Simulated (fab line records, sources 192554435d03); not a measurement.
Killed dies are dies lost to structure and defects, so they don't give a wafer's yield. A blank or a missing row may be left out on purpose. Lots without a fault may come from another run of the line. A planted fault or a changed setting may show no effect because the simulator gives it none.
Chamber matching | flow n5_finfet | N5_BEOL_M3_PRE_CLEAN_60 on cvd_co-01: 3 sister chambers
The step time 15 s. 3 wafers are shown with their chamber, then 8 later ones without.

WAFERS WITH THEIR CHAMBER
wafer  | chamber | heater_power_w (W)
L153.3 | 1       | 58
L153.4 | 0       | 94
L155.1 | 2       | 75

WAFERS WITHOUT THEIR CHAMBER
wafer  | heater_power_w (W)
L155.2 | 61
L155.3 | 96
L158.1 | 74
L158.2 | 59
L158.6 | 94
L159.2 | 77
L159.3 | 94
L159.5 | 60

WHICH CHAMBER EACH WENT THROUGH
wafer  | from the rows above | in truth
L155.2 | 1                   | 1
L155.3 | 0                   | 0
L158.1 | 2                   | 2
L158.2 | 1                   | 1
L158.6 | 0                   | 0
L159.2 | 2                   | 2
L159.3 | 0                   | 0
L159.5 | 1                   | 1
Placed correctly: 8 of 8. Can't be placed from these rows: 0. Placed wrongly: 0.
How it was worked out, from the rows above alone: a wafer's distance from a chamber is the root of the sum, over the readings, of the square of ((its reading less the chamber's mean) divided by the reading's scatter). The wafer belongs to the nearest chamber; if the next one is less than 2 further off, it can't be placed. A chamber's mean is the mean of its shown wafers. The scatter: with one shown wafer a chamber, the root of the mean of the squares of how far each hidden wafer lies from its nearest shown one.
